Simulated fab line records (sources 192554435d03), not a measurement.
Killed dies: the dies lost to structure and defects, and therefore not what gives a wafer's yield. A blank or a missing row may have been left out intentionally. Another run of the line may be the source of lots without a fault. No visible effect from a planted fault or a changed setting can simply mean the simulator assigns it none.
fab line records	flow n5-finfet
[record] lots = 9	wafers = 27	last-day = 17
route steps=1938 shown SPACER0@258 SD_EPI_N@271 SD_EPI_P@305 SD_ACTIVATION@334 PASSIVATION@1936
lots untouched by any fault: they come from a run of this same line in which no faults occurred
start-h: start of the lot's first displayed wafer, in hours after the record's first day	wait-h: hours since the lot's step before	" as in the row above	L1.1+2: one row covering several wafers at once	- value missing, or start not given	* or withheld: withheld	< > ~ a bound
route shown NAME@n: NAME is a module with steps in the file, n the number in the route of the first one	usual: mean/standard deviation taken from wafers without a fault	same: alike in all rows	chamber/n: place in a boat	sites: readings site by site	_std_site: standard deviation of those values	_edge_site: mean of outer sites minus mean of inner sites	radius-mm: how far each site lies from the wafer's centre	mask NAME#n: copy n	behind: the tool/chamber that last shaped the wafer	hold: what put the lot on hold/how long, in hours/how the hold closed	device: transistor that didn't switch, given as n, p or np	end of line: the tests these same wafers got at the end of their route	for a step that has no rows: nothing shown but its recipe	killed: the dies lost at the first sort to structure and to defects; this is not the yield of the wafer	map: dies across one wafer; x = killed, . = not, _ = none there
set.NAME: the setting the step ran with; set.NAME@STEP: the setting that earlier step ran with	model.NAME: the simulator's own value behind a step, which no gauge read
one table for each step of the route and one row for each wafer, over a sample of lots
services: from which hour (start-h, from the record's first day; less than 0 if before it) a tool's chamber was out of use, for how many hours, and why
[[steps]]
[step N5_SPACER0_ALD_07]
[recipe] material = SiNx	target-thk-a = 20	temp-c = 400	ald-precursor-family = SiH2I2	ald-co-reactant = N2/H2-plasma	pressure-torr = 2
[usual] heater-power-w = 804/62
lot.wafer	tool	chamber	start-h	wait-h	heater-power-w
L330.1	ald-sin-01	0	71.39	0.0	683
L330.5	"	2	"	"	853
L330.6	"	1	"	"	817
L337.2	ald-sin-03	3	115.25	0.0	887
L337.3	"	2	"	"	804
L337.6	"	0	"	"	864
L339.1	ald-sin-04	0	130.21	0.0	823
L339.2	"	1	"	"	816
L339.3	"	2	"	"	876
L340.1	ald-sin-03	2	133.87	0.1	836
L340.4	"	3	"	"	910
L340.5	"	1	"	"	745
L344.2	ald-sin-03	2	156.42	0.0	828
L344.4	"	3	"	"	897
L344.5	"	1	"	"	735
L345.3	ald-sin-01	3	161.51	0.0	780
L345.5	"	3	"	"	753
L345.6	"	0	"	"	651
L346.2	ald-sin-04	0	166.95	0.0	830
L346.4	"	1	"	"	817
L346.6	"	1	"	"	817
L347.1	ald-sin-01	1	174.51	0.0	846
L347.2	"	0	"	"	680
L347.4	"	3	"	"	767
L349.2	ald-sin-01	2	185.53	0.0	844
L349.5	"	1	"	"	820
L349.6	"	0	"	"	676
[step N5_SD_EPI_N_OVL_MEAS_10]
[recipe] points-per-wafer = 44
[usual] SD_N_BLK_OVL = 0.0/0.75
lot.wafer	tool	chamber	start-h	wait-h	SD_N_BLK_OVL[nm]
L330.1	overlay-02	0	72.39	0.0	0.0
L330.5	"	0	"	"	0.1
L330.6	"	0	"	"	-1.3
L337.2	overlay-01	0	116.25	0.0	0.0
L337.3	"	0	"	"	-0.3
L337.6	"	0	"	"	0.5
L339.1	overlay-02	0	131.20	0.0	0.0
L339.2	"	0	"	"	-0.3
L339.3	"	0	"	"	0.1
L340.1	overlay-02	0	134.74	0.0	-0.6
L340.4	"	0	"	"	-0.2
L340.5	"	0	"	"	-1.4
L344.2	overlay-01	0	157.41	0.0	0.0
L344.4	"	0	"	"	0.1
L344.5	"	0	"	"	0.6
L345.3	overlay-01	0	162.51	0.0	-0.2
L345.5	"	0	"	"	1.1
L345.6	"	0	"	"	-0.2
L346.2	overlay-01	0	167.83	0.0	-0.2
L346.4	"	0	"	"	0.3
L346.6	"	0	"	"	-0.7
L347.1	overlay-01	0	175.51	0.0	0.7
L347.2	"	0	"	"	0.2
L347.4	"	0	"	"	0.0
L349.2	overlay-02	0	186.40	0.0	0.9
L349.5	"	0	"	"	0.0
L349.6	"	0	"	"	0.3
[step N5_SD_EPI_N_ETCHBACK_44]
[recipe] chemistry = CH3F/O2	mode = anisotropic-etchback	target = SiNx	target-depth-a = 145	stop-on = SiO2	over-etch-frac = 0.3	ion-energy-ev = 120	pressure-mtorr = 30	source-w = 395	bias-w = 73	Ar_flow_sccm = 150	CH3F_flow_sccm = 30	O2_flow_sccm = 20
[usual] drypump-motor-current-A = 5.58/0.29	oes_ar_750_au = 0.79/0.082	oes-product-au = 0.68/0.072	rf-vpp-V = 296/8.8	showerhead-plenum-p-Torr = 1.98/0.059	throttle-valve-pct = 16.34/0.23
lot.wafer	tool	chamber	start-h	wait-h	drypump-motor-current-A	oes_ar_750_au	oes-product-au	rf-hours-counter-h	rf-vpp-V	showerhead-plenum-p-Torr	throttle-valve-pct
L330.1	rie-diel-02	3	73.00	0.0	5.74	0.70	0.60	232	305	1.97	16.59
L330.5	"	1	"	"	5.19	0.79	0.68	-	307	1.96	16.80
L330.6	"	2	"	"	5.72	0.74	0.64	-	292	1.97	16.42
L337.2	rie-diel-02	1	116.72	0.0	5.25	0.78	0.66	104	308	1.95	16.81
L337.3	"	2	"	"	5.66	0.73	0.62	188	291	1.96	16.42
L337.6	"	1	"	"	5.23	0.79	0.66	-	309	1.95	16.81
L339.1	rie-diel-02	2	131.68	0.0	5.69	0.73	0.62	195	291	1.96	16.44
L339.2	"	1	"	"	5.24	0.78	0.66	112	306	1.95	16.84
L339.3	"	0	"	"	5.66	0.74	0.64	196	279	1.89	16.48
L340.1	rie-diel-03	1	135.21	0.0	5.23	0.82	0.71	98	304	1.92	16.15
L340.4	"	3	"	"	5.91	0.73	0.64	149	291	1.98	16.20
L340.5	"	3	"	"	5.94	0.74	0.64	-	289	1.98	16.18
L344.2	rie-diel-03	1	158.19	0.0	5.22	0.81	0.69	105	305	1.92	16.16
L344.4	"	2	"	"	5.70	0.88	0.77	38	309	2.04	16.13
L344.5	"	2	"	"	5.70	0.87	0.77	-	308	2.04	16.15
L345.3	rie-diel-06	1	162.98	0.0	5.40	0.90	0.77	32	295	2.04	16.20
L345.5	"	1	"	"	5.40	0.90	0.76	-	296	2.04	16.21
L345.6	"	2	"	"	5.52	0.87	0.73	-	292	2.03	16.25
L346.2	rie-diel-06	1	168.30	0.0	5.41	0.91	0.76	34	295	2.04	16.22
L346.4	"	2	"	"	5.53	0.87	0.73	74	291	2.03	16.24
L346.6	"	3	"	"	5.92	0.70	0.60	-	286	1.90	16.58
L347.1	rie-diel-03	0	176.41	0.0	5.08	0.69	0.59	236	303	2.06	16.30
L347.2	"	2	"	"	5.70	0.86	0.77	43	309	2.04	16.16
L347.4	"	3	"	"	5.92	0.72	0.63	163	291	1.98	16.24
L349.2	rie-diel-02	3	188.06	0.0	5.73	0.92	0.79	15	304	1.96	16.17
L349.5	"	1	"	"	5.17	0.75	0.64	-	309	1.94	16.89
L349.6	"	2	"	"	5.72	0.71	0.60	-	291	1.95	16.49
[step N5_SD_EPI_N_ETCH_45]
[recipe] chemistry = CH3F/O2	target = SiOCN	target-depth-a = 60	mask-material = SOC	ion-energy-ev = 60	bias-w = 29	pressure-mtorr = 15	source-w = 410	Ar_flow_sccm = 150	CH3F_flow_sccm = 30	O2_flow_sccm = 20
[usual] drypump-motor-current-A = 5.57/0.3	oes-product-au = 0.79/0.087	rf-vpp-V = 127.2/0.89	showerhead-plenum-p-Torr = 1.98/0.059	throttle-valve-pct = 23.33/0.28
lot.wafer	tool	chamber	start-h	wait-h	drypump-motor-current-A	oes-product-au	rf-hours-counter-h	rf-vpp-V	showerhead-plenum-p-Torr	throttle-valve-pct
L330.1	rie-diel-02	3	73.10	0.1	5.73	0.70	232	127.6	1.97	23.60
L330.5	"	1	"	"	5.22	0.80	-	127.0	1.95	24.01
L330.6	"	2	"	"	5.68	0.73	-	125.3	1.96	23.38
L337.2	rie-diel-02	1	116.82	0.1	5.22	0.78	105	127.4	1.95	24.02
L337.3	"	2	"	"	5.69	0.73	188	127.8	1.96	23.41
L337.6	"	1	"	"	5.23	0.77	-	126.4	1.95	24.02
L339.1	rie-diel-02	2	131.78	0.1	5.70	0.71	195	127.1	1.96	23.43
L339.2	"	1	"	"	5.21	0.77	112	126.5	1.94	24.05
L339.3	"	0	"	"	5.69	0.72	196	126.5	1.89	23.44
L340.1	rie-diel-03	1	135.31	0.1	5.21	0.81	98	126.5	1.92	23.02
L340.4	"	3	"	"	5.86	0.73	149	127.1	1.98	23.07
L340.5	"	3	"	"	5.89	0.74	-	128.9	1.98	23.07
L344.2	rie-diel-03	1	158.29	0.1	5.23	0.80	105	127.7	1.91	23.06
L344.4	"	2	"	"	5.73	0.91	38	127.3	2.03	23.22
L344.5	"	2	"	"	5.71	0.91	-	128.8	2.03	23.20
L345.3	rie-diel-06	1	163.08	0.1	5.42	0.91	32	127.1	2.03	23.24
L345.5	"	1	"	"	5.41	0.90	-	126.6	2.03	23.26
L345.6	"	2	"	"	5.53	0.85	-	127.4	2.02	23.39
L346.2	rie-diel-06	1	168.40	0.1	5.41	0.90	34	126.8	2.03	23.25
L346.4	"	2	"	"	5.52	0.86	74	127.3	2.02	23.38
L346.6	"	3	"	"	5.94	0.70	-	126.8	1.89	23.54
L347.1	rie-diel-03	0	176.51	0.1	5.10	0.69	236	126.7	2.05	23.20
L347.2	"	2	"	"	5.72	0.89	43	128.2	2.03	23.21
L347.4	"	3	"	"	5.89	0.73	163	127.4	1.97	23.11
L349.2	rie-diel-02	3	188.16	0.1	5.75	0.95	15	125.7	1.95	23.29
L349.5	"	1	"	"	5.20	0.74	-	126.9	1.94	24.06
L349.6	"	2	"	"	5.71	0.69	-	127.4	1.95	23.46
[step N5_SD_EPI_N_INSPECT_26]
[recipe] inspect-instrument = darkfield	mode = post-epi
[usual] raw-defect-count = 224/42
lot.wafer	tool	chamber	start-h	wait-h	raw-defect-count
L330.1	defect-inspect-01	-	76.71	0.1	126
L330.5	"	-	"	"	202
L330.6	"	-	"	"	156
L337.2	defect-inspect-02	-	120.99	0.1	950
L337.3	"	-	"	"	239
L337.6	"	-	"	"	910
L339.1	defect-inspect-02	-	135.52	0.1	198
L339.2	"	-	"	"	1002
L339.3	"	-	"	"	185
L340.1	defect-inspect-01	-	138.74	0.1	197
L340.4	"	-	"	"	205
L340.5	"	-	"	"	216
L344.2	defect-inspect-02	-	162.81	0.1	190
L344.4	"	-	"	"	230
L344.5	"	-	"	"	229
L345.3	defect-inspect-02	-	166.67	0.1	224
L345.5	"	-	"	"	175
L345.6	"	-	"	"	204
L346.2	defect-inspect-02	-	171.85	0.1	225
L346.4	"	-	"	"	242
L346.6	"	-	"	"	304
L347.1	defect-inspect-02	-	180.29	0.1	183
L347.2	"	-	"	"	256
L347.4	"	-	"	"	217
L349.2	defect-inspect-02	-	191.61	0.1	176
L349.5	"	-	"	"	225
L349.6	"	-	"	"	249
[step N5_SD_EPI_P_INSPECT_11]
[recipe] mode = adi	inspect-instrument = macro
[usual] raw-defect-count = 2.1/1.5
lot.wafer	tool	chamber	start-h	wait-h	raw-defect-count
L330.1	defect-inspect-02	-	77.17	0.0	2
L330.5	"	-	"	"	0
L330.6	"	-	"	"	2
L337.2	defect-inspect-02	-	121.44	0.0	>300
L337.3	"	-	"	"	0
L337.6	"	-	"	"	>300
L339.1	defect-inspect-01	-	135.97	0.0	1
L339.2	"	-	"	"	>300
L339.3	"	-	"	"	2
L340.1	defect-inspect-02	-	139.08	0.0	4
L340.4	"	-	"	"	1
L340.5	"	-	"	"	3
L344.2	defect-inspect-01	-	163.26	0.0	1
L344.4	"	-	"	"	0
L344.5	"	-	"	"	3
L345.3	defect-inspect-01	-	167.12	0.0	1
L345.5	"	-	"	"	1
L345.6	"	-	"	"	2
L346.2	defect-inspect-01	-	172.30	0.0	2
L346.4	"	-	"	"	2
L346.6	"	-	"	"	2
L347.1	defect-inspect-01	-	180.74	0.0	2
L347.2	"	-	"	"	2
L347.4	"	-	"	"	1
L349.2	defect-inspect-02	-	192.06	0.0	0
L349.5	"	-	"	"	2
L349.6	"	-	"	"	1
[step N5_SD_EPI_P_INSPECT_26]
[recipe] inspect-instrument = darkfield	mode = post-epi
[usual] raw-defect-count = 190/36
lot.wafer	tool	chamber	start-h	wait-h	raw-defect-count
L330.1	defect-inspect-02	-	81.12	0.0	135
L330.5	"	-	"	"	185
L330.6	"	-	"	"	142
L337.2	defect-inspect-02	-	125.21	0.0	935
L337.3	"	-	"	"	175
L337.6	"	-	"	"	847
L339.1	defect-inspect-01	-	139.85	0.0	183
L339.2	"	-	"	"	949
L339.3	"	-	"	"	165
L340.1	defect-inspect-01	-	142.83	0.0	136
L340.4	"	-	"	"	169
L340.5	"	-	"	"	158
L344.2	defect-inspect-02	-	167.48	0.0	152
L344.4	"	-	"	"	192
L344.5	"	-	"	"	207
L345.3	defect-inspect-01	-	170.88	0.0	179
L345.5	"	-	"	"	145
L345.6	"	-	"	"	157
L346.2	defect-inspect-02	-	176.07	0.0	189
L346.4	"	-	"	"	203
L346.6	"	-	"	"	249
L347.1	defect-inspect-01	-	184.63	0.0	190
L347.2	"	-	"	"	212
L347.4	"	-	"	"	198
L349.2	defect-inspect-02	-	195.81	0.0	143
L349.5	"	-	"	"	204
L349.6	"	-	"	"	179
[step N5_SD_ACTIVATION_INSPECT_02]
[recipe] inspect-instrument = darkfield	mode = post-anneal
[usual] raw-defect-count = 190/35
lot.wafer	tool	chamber	start-h	wait-h	raw-defect-count
L330.1	defect-inspect-02	-	81.87	0.2	135
L330.5	"	-	"	"	201
L330.6	"	-	"	"	152
L337.2	defect-inspect-02	-	125.98	0.1	945
L337.3	"	-	"	"	179
L337.6	"	-	"	"	860
L339.1	defect-inspect-02	-	140.60	0.2	196
L339.2	"	-	"	"	943
L339.3	"	-	"	"	163
L340.1	defect-inspect-01	-	143.61	0.2	119
L340.4	"	-	"	"	175
L340.5	"	-	"	"	156
L344.2	defect-inspect-02	-	168.25	0.1	158
L344.4	"	-	"	"	189
L344.5	"	-	"	"	203
L345.3	defect-inspect-01	-	171.64	0.1	165
L345.5	"	-	"	"	139
L345.6	"	-	"	"	159
L346.2	defect-inspect-01	-	176.91	0.1	170
L346.4	"	-	"	"	211
L346.6	"	-	"	"	231
L347.1	defect-inspect-01	-	185.57	0.2	197
L347.2	"	-	"	"	220
L347.4	"	-	"	"	201
L349.2	defect-inspect-01	-	196.57	0.1	152
L349.5	"	-	"	"	197
L349.6	"	-	"	"	193
[step N5_PASSIVATION_PROBE_49]
[usual] killed_at_M0_to_M3 = 34/8.9	killed_at_M4_up = 13/4.6	killed-at-contacts = 12/5.5	killed-at-front-end = 41/11	killed-at-other = 3.1/2.9	killed-dies = 102/16	killed-on-rim = 13/4.2	killed-open = 66/11	killed-short = 34/7.6
[same] gross-dies = 1180	killed-at-back-side = 0
lot.wafer	tool	chamber	start-h	wait-h	killed_at_M0_to_M3	killed_at_M4_up	killed-at-contacts	killed-at-front-end	killed-at-other	killed-dies	killed-on-rim	killed-open	killed-short
L337.2	prober-01	-	326.41	0.1	22	8	9	124	2	165	30	44	28
L337.3	prober-01	-	326.46	0.1	33	20	6	45	1	105	10	63	41
L337.6	prober-01	-	326.61	0.3	32	12	9	144	4	201	35	70	29
L339.1	prober-02	-	346.22	0.0	35	11	9	32	4	91	11	60	29
L339.2	prober-02	-	346.27	0.1	20	9	6	141	1	177	32	59	23
L339.3	prober-02	-	346.32	0.1	63	13	5	20	4	105	10	62	39
L340.1	prober-01	-	354.29	0.0	27	9	15	48	9	108	8	70	37
L340.4	prober-01	-	354.44	0.2	24	10	15	35	5	89	15	59	29
L340.5	prober-01	-	354.49	0.2	26	11	8	37	1	83	8	53	26
L344.2	prober-02	-	374.35	0.1	32	9	10	47	3	101	13	75	26
L344.4	prober-02	-	374.45	0.2	36	15	10	39	2	102	12	62	40
L344.5	prober-02	-	374.50	0.2	32	12	6	31	2	83	12	62	21
L346.2	prober-01	-	380.96	0.1	19	10	22	35	0	86	8	53	32
L346.4	prober-01	-	381.06	0.2	41	15	15	27	3	101	20	68	32
L346.6	prober-01	-	381.16	0.3	29	21	14	22	2	88	13	67	19
L345.3	prober-02	-	384.82	0.1	40	9	14	38	1	102	13	70	32
L345.5	prober-02	-	384.92	0.2	38	19	7	39	1	104	16	71	33
L345.6	prober-02	-	384.97	0.3	52	17	15	39	5	128	11	84	44
L347.1	prober-02	-	391.92	0.0	44	16	5	25	4	94	9	54	37
L347.2	prober-02	-	391.97	0.1	37	16	16	38	7	114	20	81	31
L347.4	prober-02	-	392.07	0.2	32	10	11	48	0	101	14	60	41
// killed by level:class
L337.2 SD_EPI_N:unspecified=93 STI_FIN_REVEAL:geometric-particle:open=8 BEOL_M0_SAQP:geometric-particle:short=6 FIN_SAQP:geometric-particle:short=5 MOL_CONTACT_COAG:geometric-particle:open=5 BEOL_M2:geometric-particle:open=5 FIN_SAQP:geometric-particle:open=4 MOL_CONTACT_COAG:geometric-particle:short=4
L337.3 FIN_SAQP:geometric-particle:short=10 BEOL_M2:geometric-particle:open=10 BEOL_M0_SAQP:geometric-particle:short=9 BEOL_M0_SAQP:geometric-particle:open=8 STI_FIN_REVEAL:geometric-particle:open=7 GATE_CUT:geometric-particle:short=7 BEOL_M4:geometric-particle:open=6 FIN_SAQP:geometric-particle:open=4
L337.6 SD_EPI_N:unspecified=101 STI_FIN_REVEAL:geometric-particle:open=16 FIN_SAQP:geometric-particle:open=9 MOL_CONTACT_COAG:geometric-particle:open=8 BEOL_M0_SAQP:geometric-particle:short=7 BEOL_M4:geometric-particle:open=7 BEOL_M0_SAQP:geometric-particle:open=6 FIN_SAQP:geometric-particle:short=4
L339.1 FIN_SAQP:geometric-particle:open=9 BEOL_M1:geometric-particle:open=8 FIN_SAQP:geometric-particle:short=7 BEOL_M2:geometric-particle:open=7 STI_FIN_REVEAL:geometric-particle:open=7 BEOL_M0_SAQP:geometric-particle:short=7 MOL_CONTACT_COAG:geometric-particle:open=6 BEOL_M0_SAQP:geometric-particle:open=5
L339.2 SD_EPI_N:unspecified=94 FIN_SAQP:geometric-particle:open=18 FIN_SAQP:geometric-particle:short=7 BEOL_M0_SAQP:geometric-particle:open=7 DUMMY_GATE:geometric-particle:open=6 BEOL_M0_SAQP:geometric-particle:short=6 MOL_CONTACT_COAG:geometric-particle:open=5 BEOL_M3:geometric-particle:open=5
L339.3 BEOL_M0_SAQP:geometric-particle:open=18 BEOL_M0_SAQP:geometric-particle:short=15 BEOL_M1:geometric-particle:open=7 BEOL_M2:geometric-particle:open=6 BEOL_M3:geometric-particle:open=6 STI_FIN_REVEAL:geometric-particle:open=5 BEOL_M1:geometric-particle:short=5 BEOL_M4:geometric-particle:open=4
L340.1 FIN_SAQP:geometric-particle:short=13 FIN_SAQP:geometric-particle:open=12 MOL_CONTACT_COAG:geometric-particle:open=11 STI_FIN_REVEAL:geometric-particle:open=9 BEOL_M0_SAQP:geometric-particle:open=6 BEOL_M3:geometric-particle:open=5 GATE_CUT:geometric-particle:short=4 MOL_CONTACT_COAG:geometric-particle:short=4
L340.4 MOL_CONTACT_COAG:geometric-particle:open=11 FIN_SAQP:geometric-particle:short=7 STI_FIN_REVEAL:geometric-particle:open=6 ILD0:geometric-particle:short=5 BEOL_M0:geometric-particle:open=5 BEOL_M2:geometric-particle:open=5 BEOL_M3:geometric-particle:open=5 FIN_SAQP:geometric-particle:open=4
L340.5 STI_FIN_REVEAL:geometric-particle:open=9 MOL_CONTACT_COAG:geometric-particle:open=8 BEOL_M1:geometric-particle:open=8 FIN_SAQP:geometric-particle:open=6 BEOL_M0_SAQP:geometric-particle:open=5 BEOL_M0_SAQP:geometric-particle:short=5 BEOL_M3:geometric-particle:open=5 FIN_SAQP:geometric-particle:short=4
L344.2 FIN_SAQP:geometric-particle:open=15 BEOL_M1:geometric-particle:open=13 MOL_CONTACT_COAG:geometric-particle:open=10 FIN_SAQP:geometric-particle:short=5 STI_FIN_REVEAL:geometric-particle:open=5 BEOL_M0_SAQP:geometric-particle:open=5 STI_FIN_REVEAL:geometric-particle:short=4 GATE_CUT:geometric-particle:open=4
L344.4 BEOL_M3:geometric-particle:open=9 FIN_SAQP:geometric-particle:short=8 BEOL_M1:geometric-particle:open=8 MOL_CONTACT_COAG:geometric-particle:open=7 GATE_CUT:geometric-particle:open=6 BEOL_M0_SAQP:geometric-particle:short=6 FIN_SAQP:geometric-particle:open=5 GATE_CUT:geometric-particle:short=5
L344.5 FIN_SAQP:geometric-particle:short=11 BEOL_M1:geometric-particle:open=10 BEOL_M3:geometric-particle:open=9 FIN_SAQP:geometric-particle:open=8 MOL_CONTACT_COAG:geometric-particle:open=6 DUMMY_GATE:geometric-particle:open=5 BEOL_M2:geometric-particle:open=4 BEOL_M5:geometric-particle:open=4
L346.2 MOL_CONTACT_COAG:geometric-particle:open=17 DUMMY_GATE:geometric-particle:open=6 GATE_CUT:geometric-particle:short=6 BEOL_M0_SAQP:geometric-particle:short=6 BEOL_M4:geometric-particle:open=6 STARTING-WAFER:geometric-particle:short=6 MOL_CONTACT_COAG:geometric-particle:short=5 STARTING-WAFER:geometric-particle:open=4
L346.4 MOL_CONTACT_COAG:geometric-particle:open=14 BEOL_M0_SAQP:geometric-particle:open=13 BEOL_M3:geometric-particle:open=12 DUMMY_GATE:geometric-particle:open=7 FIN_SAQP:geometric-particle:short=6 BEOL_M0_SAQP:geometric-particle:short=5 STARTING-WAFER:geometric-particle:short=5 BEOL_M4:geometric-particle:open=4
L346.6 MOL_CONTACT_COAG:geometric-particle:open=12 BEOL_M4:geometric-particle:open=12 BEOL_M3:geometric-particle:open=10 BEOL_M0_SAQP:geometric-particle:open=9 BEOL_M2:geometric-particle:open=6 DUMMY_GATE:geometric-particle:open=4 STARTING-WAFER:geometric-particle:short=4 GATE_CUT:geometric-particle:open=3
L345.3 FIN_SAQP:geometric-particle:open=11 BEOL_M3:geometric-particle:open=10 MOL_CONTACT_COAG:geometric-particle:open=10 BEOL_M1:geometric-particle:open=10 BEOL_M0_SAQP:geometric-particle:short=8 DUMMY_GATE:geometric-particle:open=7 BEOL_M4:geometric-particle:open=5 DUMMY_GATE:geometric-particle:short=4
L345.5 BEOL_M0_SAQP:geometric-particle:open=9 FIN_SAQP:geometric-particle:open=8 BEOL_M0_SAQP:geometric-particle:short=8 MOL_CONTACT_COAG:geometric-particle:open=7 BEOL_M5:geometric-particle:open=7 STI_FIN_REVEAL:geometric-particle:open=6 DUMMY_GATE:geometric-particle:open=6 BEOL_M2:geometric-particle:open=5
L345.6 FIN_SAQP:geometric-particle:open=12 BEOL_M0_SAQP:geometric-particle:open=12 MOL_CONTACT_COAG:geometric-particle:open=11 BEOL_M0_SAQP:geometric-particle:short=11 BEOL_M3:geometric-particle:open=10 FIN_SAQP:geometric-particle:short=5 STARTING-WAFER:geometric-particle:open=5 BEOL_M2:geometric-particle:short=5
L347.1 BEOL_M0_SAQP:geometric-particle:short=14 BEOL_M0_SAQP:geometric-particle:open=9 BEOL_M1:geometric-particle:open=9 BEOL_M4:geometric-particle:open=8 BEOL_M3:geometric-particle:open=6 ILD0:geometric-particle:short=4 ILD0:geometric-particle:open=4 BEOL_M4:geometric-particle:short=4
L347.2 STI_FIN_REVEAL:geometric-particle:open=15 BEOL_M0_SAQP:geometric-particle:open=14 MOL_CONTACT_COAG:geometric-particle:open=14 BEOL_M4:geometric-particle:open=12 BEOL_M0_SAQP:geometric-particle:short=8 BEOL_M2:geometric-particle:open=5 FIN_SAQP:geometric-particle:short=4 STARTING-WAFER:geometric-particle:short=4
L347.4 STI_FIN_REVEAL:geometric-particle:open=9 BEOL_M0_SAQP:geometric-particle:open=9 ILD0:geometric-particle:short=8 BEOL_M0_SAQP:geometric-particle:short=7 MOL_CONTACT_COAG:geometric-particle:open=7 BEOL_M3:geometric-particle:open=7 FIN_SAQP:geometric-particle:open=6 FIN_SAQP:geometric-particle:short=5
[[services]]
tool	chamber	start-h	hours	kind
ald-sin-01	0	57.93	6.9	repair
rie-diel-03	-	61.54	5.7	repair
rie-diel-06	1	65.46	-	clean
rie-diel-06	1	65.46	-	consumable-replace:focus-ring
rie-diel-06	1	65.46	16.3	scheduled-down
rie-diel-06	1	65.46	16.3	vent-cycle
rie-diel-02	0	68.45	6.2	repair
ald-sin-01	2	86.81	36.7	repair
rie-diel-02	-	91.15	2.8	pm
rie-diel-06	0	91.22	16.7	repair
ald-sin-03	2	111.45	3.5	repair
rie-diel-02	1	112.26	2.7	repair
rie-diel-02	3	116.22	-	clean
rie-diel-02	3	116.22	-	consumable-replace:focus-ring
rie-diel-02	3	116.22	31.6	scheduled-down
rie-diel-02	3	116.22	31.6	vent-cycle
ald-sin-04	3	118.43	18.7	repair
rie-diel-06	3	143.16	8.3	repair
rie-diel-06	-	174.34	14.6	pm
ald-sin-03	-	176.92	14.0	pm
ald-sin-03	0	176.92	14.0	vent-cycle
ald-sin-03	1	176.92	14.0	vent-cycle
ald-sin-03	2	176.92	14.0	vent-cycle
ald-sin-03	3	176.92	14.0	vent-cycle
[[key]]
[first-sign] step = N5_SD_EPI_N_INSPECT_26	reading = raw-defect-count	direction = up	sigmas = 18	usual = 224	struck = 954
[effect] step = N5_SD_EPI_P_INSPECT_11	reading = raw-defect-count	direction = up	sigmas = 99+	usual = 2.1	struck = >300
[effect] step = N5_SD_EPI_P_INSPECT_26	reading = raw-defect-count	direction = up	sigmas = 20	usual = 190	struck = 910
[effect] step = N5_SD_ACTIVATION_INSPECT_02	reading = raw-defect-count	direction = up	sigmas = 21	usual = 190	struck = 916
[effect] step = N5_PASSIVATION_PROBE_49	reading = killed-at-front-end	direction = up	sigmas = 8.3	usual = 41	struck = 136
[more-kills-born-at] N5_SD_EPI_N_ETCHBACK_44@rie-diel-02 = 288
met-at N5_SD_EPI_N_ETCHBACK_44
struck-lots L337,L339
struck-wafers L337.2,L337.6,L339.2
tester-left-out L337,L339
not-acting-at N5_SPACER0_ALD_07,N5_SD_EPI_N_OVL_MEAS_10,N5_SD_EPI_N_ETCH_45
onset-between 73.00 116.72
[fault] kind = chamber-particle-source	tool = rie-diel-02	chamber = 1	onset-h = 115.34	steps = N5_SD_EPI_N_ETCHBACK_44	rate-per-visit-cm2 = 1.102	end-h = 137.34
// tester-left-out: of these lots the tester's yield and bins aren't shown, on N5 and GAA mostly nor the transistor test; their killed dies are dies lost to structure and defects alone, not to doping, threshold or leakage, so they don't give the yield
